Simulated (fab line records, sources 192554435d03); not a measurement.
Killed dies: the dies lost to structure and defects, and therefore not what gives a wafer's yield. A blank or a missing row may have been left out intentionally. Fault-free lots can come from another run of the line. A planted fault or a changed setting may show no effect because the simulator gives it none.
A struck lot beside a sound one    flow n5Finfet    16 steps out of a route of 1938
Sound: these wafers, L179.1, L179.2, L179.5. Wafers L183.1, L183.3 were the ones struck. The cause is given at the end.
Per side, at each step with rows, come the tool, then ch with its chambers, and then its first start. Under that, the readings that differ: sound wafers    struck wafers    difference of the means    sigmas: that difference in standard deviations of wafers without a fault.
alike: words and numbers the same on both sides, and readings whose means are apart by under 2 such deviations; not compared: readings that were withheld, readings missing a value for some wafer, numbers with overlapping values and no deviation given by the record, and bounds like >300 which may hide the same value.
The two part at a step that has a row with sigmas, a row that says differs or no value, or rows on one side only. When numbers do not overlap yet have no deviation, they are printed without sigmas and do not part them. A reading missing from all wafers of one side parts the sides only when that side holds two or more wafers.

first, 7 steps without rows for these wafers: N5_BEOL_M2_COAT_76 (time 60 s, resist thk 5 nm); N5_BEOL_M2_COAT_22 (resist thk 30 nm); N5_BEOL_M2_EBR_24; N5_BEOL_M2_SOFTBAKE_23 (time 60 s); N5_BEOL_M2_EXPOSE_25 (exposes mask V1, defocus 5 nm); N5_BEOL_M2_PEB_26 (peb time 60 s); N5_BEOL_M2_DEVELOP_27 (develop time 30 s).
N5_BEOL_M2_CD_MEAS_28: target cd 26.2 nm, target cd y 24.1 nm.
  sound on cdSem-03 ch 0, day 8 02:22; struck on cdSem-02 ch 0, day 8 16:26
  alike: cdNm
N5_BEOL_M2_OVL_MEAS_29:
  sound on overlay-01 ch 0, day 8 02:23; struck on overlay-02 ch 0, day 8 16:28
  alike: V1_OVL
N5_BEOL_M2_INSPECT_30: inspects for defects (brightfield).
  sound on defectInspect-01, day 8 02:26; struck on defectInspect-02, day 8 16:32
  alike: rawDefectCount
N5_BEOL_M2_DESCUM_33: chemistry O2, time 7 s.
  sound on rieDiel-03 ch 2,3, day 8 03:25; struck on rieDiel-03 ch 0,2, day 8 17:22
  alike: drypumpMotorCurrentA, o2FlowSccm, oesProductAu, rfVppV, showerheadPlenumPTorr, throttleValvePct
  not compared: rfHoursCounterH
N5_BEOL_M2_ETCH_77: etches underlayer in N2/H2, target depth 6.5 nm, time 5.2 s.
  sound on rieDiel-03 ch 2,3, day 8 03:27; struck on rieDiel-03 ch 0,2, day 8 17:24
  alike: drypumpMotorCurrentA, etchRfOnTimeS, oesProductAu, rfVppV, showerheadPlenumPTorr, throttleValvePct
  not compared: rfHoursCounterH
N5_BEOL_M2_ETCH_69: etches SiARC in CF4, target depth 15.6 nm, time 26 s.
  sound on rieDiel-03 ch 2,3, day 8 03:28; struck on rieDiel-03 ch 0,2, day 8 17:25
reading              sound           struck     difference  sigmas
etchRfOnTimeS (s)    24.9 26.3 26.5  17.3 16.9  -8.8        -11
oesProductAu (a.u.)  0.70 0.64 0.63  0.82 0.82  +0.16       +2
  alike: drypumpMotorCurrentA, rfVppV, showerheadPlenumPTorr, throttleValvePct
  not compared: rfHoursCounterH
N5_BEOL_M2_ALD_98: deposits SiO2, target thk 2.5 nm, pulse time 1 s, co reactant pulse time 1 s.
  sound on aldSin-03 ch 2,3, day 8 03:33; struck on aldSin-02 ch 1,2, day 8 19:06
  alike: heaterPowerW, precursorPulseHeightRel
  not compared: sinceWetCleanH
-- here the record skips 2 days between the struck wafers' starts before and after, leaving off in module BEOL_M2 and picking up in module BEOL_M4 (first step shown: number 1111 of the route) --
N5_BEOL_M4_RC_MEAS_101:
  sound on prober-01 ch 0, day 9 13:50; struck on prober-01 ch 0, day 10 20:34
  alike: DIBL_N, DIBL_P, IOFF_N, IOFF_P, ION_N, ION_P, SS_N, SS_P, VT_N, VT_P
-- record jumps: 5 days separate the struck wafers' starts on either side; left off in module BEOL_M4, taken up again in module PASSIVATION, whose first shown step is the route's number 1936 --
N5_PASSIVATION_PROBE_49:
  sound on prober-02, day 13 22:16; struck on prober-01, day 15 09:40
  alike: defectLimitedYield, killed_at_M0_to_M3, killed_at_M4_up, killedAtContacts, killedAtFrontEnd, killedAtOther, killedDies, killedOpen, killedShort, sort_bin_5_function, sort_bin_6_memory, sortNPass, sortYieldPct

## WHERE THEY PART
Only at N5_BEOL_M2_ETCH_69, as far as this record shows. Later steps at which nothing parts them and some readings are alike: N5_BEOL_M2_ALD_98, N5_BEOL_M4_RC_MEAS_101, N5_PASSIVATION_PROBE_49.

WHY: what the simulator had put in
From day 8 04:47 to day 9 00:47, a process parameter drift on rieDiel-03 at N5_BEOL_M2_ETCH_69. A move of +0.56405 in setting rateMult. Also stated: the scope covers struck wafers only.
